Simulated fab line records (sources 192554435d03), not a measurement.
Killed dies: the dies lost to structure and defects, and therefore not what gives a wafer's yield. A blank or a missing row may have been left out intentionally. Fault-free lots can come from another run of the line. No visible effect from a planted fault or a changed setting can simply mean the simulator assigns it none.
A lot that was struck, set against a sound lot | flow n5-finfet | 16 steps out of a route of 1938
Sound: wafers L665.3, L665.4, L665.6. Struck: wafer L659.6 (left out: L659.2, a lot-mate that was not struck); the cause follows at the end.
At each step with rows: each side's tool, then ch and its chambers, then its first start. Under that, the readings that differ: sound wafers | struck wafers | difference of the means | sigmas: that difference in standard deviations of wafers without a fault.
alike: readings whose means differ by less than 2 such deviations, and words and numbers that are the same on both sides. not compared: withheld readings, readings that some wafer has no value for, bounds like >300 that may hide the same value, and numbers for which the record gives no deviation and whose values overlap.
Wherever a step has rows on one side only, a row that says differs or no value, or a row with sigmas, the two part there. Non-overlapping numbers with no deviation appear without sigmas and do not part them. Lack of a reading on every wafer of one side parts them only where that side has two or more wafers.

N5_GATE_CUT_CD_MEAS_13: the cd target is 20 nm.
  sound on cd-sem-03 ch 0, day 10 01:19; struck on cd-sem-02 ch 0, day 8 15:25
  reading    | sound             | struck | difference | sigmas
  cd-nm (nm) | 20.18 19.99 20.25 | 19.48  | -0.66      | -3
N5_GATE_CUT_OVL_MEAS_14:
  sound on overlay-01 ch 0, day 10 01:22; struck on overlay-01 ch 0, day 8 15:27
  alike: GATE_CUT_OVL
N5_GATE_CUT_INSPECT_15: inspects for defects (brightfield).
  sound on defect-inspect-01, day 10 01:25; struck on defect-inspect-01, day 8 15:31
  alike: raw-defect-count
then, 1 step without rows for these wafers: N5_GATE_CUT_DESCUM_18 (chemistry O2, time 7 s).
N5_GATE_CUT_ETCH_28: etches underlayer in N2/H2, target depth 13 nm, time 10.4 s.
  sound on rie-diel-03 ch 1,2, day 10 01:34; struck on rie-diel-04 ch 2, day 8 15:35
  alike: drypump-motor-current-A, etch-rf-on-time-s, oes-product-au, rf-vpp-V, showerhead-plenum-p-Torr, throttle-valve-pct
  not compared: rf-hours-counter-h
then, 1 step without rows for these wafers: N5_GATE_CUT_ETCH_36 (etches SiARC in CF4, target depth 13 nm, time 21.7 s).
N5_GATE_CUT_ETCH_37: etches SOC in N2/H2, target depth 60 nm, overetch 12 nm, time 90 s.
  sound on rie-diel-03 ch 1,2, day 10 01:36; struck on rie-diel-04 ch 2, day 8 15:37
  alike: drypump-motor-current-A, oes-product-au, rf-vpp-V, showerhead-plenum-p-Torr, throttle-valve-pct
  not compared: rf-hours-counter-h
then, 2 steps without rows for these wafers: N5_GATE_CUT_STRIP_38 (strips in N2/H2); N5_GATE_CUT_STRIP_39 (strips in N2/H2).
N5_GATE_CUT_HM_OPEN_40: chemistry C4F6/O2, target SiO2, target depth 139 nm, time 85.1 s.
  sound on rie-diel-03 ch 1,2, day 10 01:41; struck on rie-diel-04 ch 2, day 8 15:43
  alike: drypump-motor-current-A, etch-rf-on-time-s, oes-product-au, rf-vpp-V, showerhead-plenum-p-Torr, throttle-valve-pct
  not compared: rf-hours-counter-h
N5_GATE_CUT_STRIP_41: strips in CF4.
  sound on rie-diel-03 ch 1,2, day 10 01:45; struck on rie-diel-04 ch 2, day 8 15:46
  alike: drypump-motor-current-A, oes-product-au, rf-vpp-V, showerhead-plenum-p-Torr, throttle-valve-pct
  not compared: rf-hours-counter-h
N5_GATE_CUT_STRIP_42: strips in O2.
  sound on rie-diel-03 ch 1,2, day 10 01:46; struck on rie-diel-04 ch 2, day 8 15:47
  alike: drypump-motor-current-A, oes-product-au, rf-vpp-V, showerhead-plenum-p-Torr, throttle-valve-pct
  not compared: rf-hours-counter-h
N5_GATE_CUT_ETCH_19: etches SiNx in CH3F/O2, target depth 53.7 nm, time 76.7 s.
  sound on rie-diel-03 ch 1,2, day 10 01:49; struck on rie-diel-04 ch 2, day 8 15:50
  reading               | sound          | struck | difference | sigmas
  etch-rf-on-time-s (s) | 76.7 75.6 77.0 | 101.0  | +24.6      | +20
  rf-vpp-V (V)          | 298 305 297    | 290    | -10        | -2
  alike: drypump-motor-current-A, oes-product-au, showerhead-plenum-p-Torr, throttle-valve-pct
  not compared: rf-hours-counter-h
then, 1 step without rows for these wafers: N5_GATE_CUT_CUT_ETCH_53 (etches W in SF6/Cl2, target depth 79.2 nm).
-- a jump in the record: the struck wafers' starts before and after are 4 days apart (it breaks off in module GATE_CUT and resumes in module BEOL_M4, where the first step shown is number 1111 of the route) --
N5_BEOL_M4_RC_MEAS_101:
  sound on prober-02 ch 0, day 14 08:02; struck on prober-01 ch 0, day 12 12:07
  reading        | sound          | struck | difference | sigmas
  DIBL_P (mV/V)  | 35.6 35.4 38.2 | 30.6   | -5.8       | -2
  IOFF_P (nA/um) | 0.19 0.19 0.23 | 0.13   | -0.07      | -2
  ION_P (uA/um)  | 459 464 462    | 442    | -20        | -3
  SS_N (mV/dec)  | 70.8 71.1 71.4 | 69.7   | -1.4       | -2
  VT_N (mV)      | 253 252 250    | 260    | +8         | +2
  alike: DIBL_N, IOFF_N, ION_N, SS_P, VT_P
N5_PASSIVATION_PROBE_49:
  sound wafers here have rows in the record (prober-02, day 19 06:39); struck ones have none

== WHERE THEY PART ==
At N5_GATE_CUT_CD_MEAS_13 first; at N5_PASSIVATION_PROBE_49 last (within this record only).

WHY: what the simulator had put in
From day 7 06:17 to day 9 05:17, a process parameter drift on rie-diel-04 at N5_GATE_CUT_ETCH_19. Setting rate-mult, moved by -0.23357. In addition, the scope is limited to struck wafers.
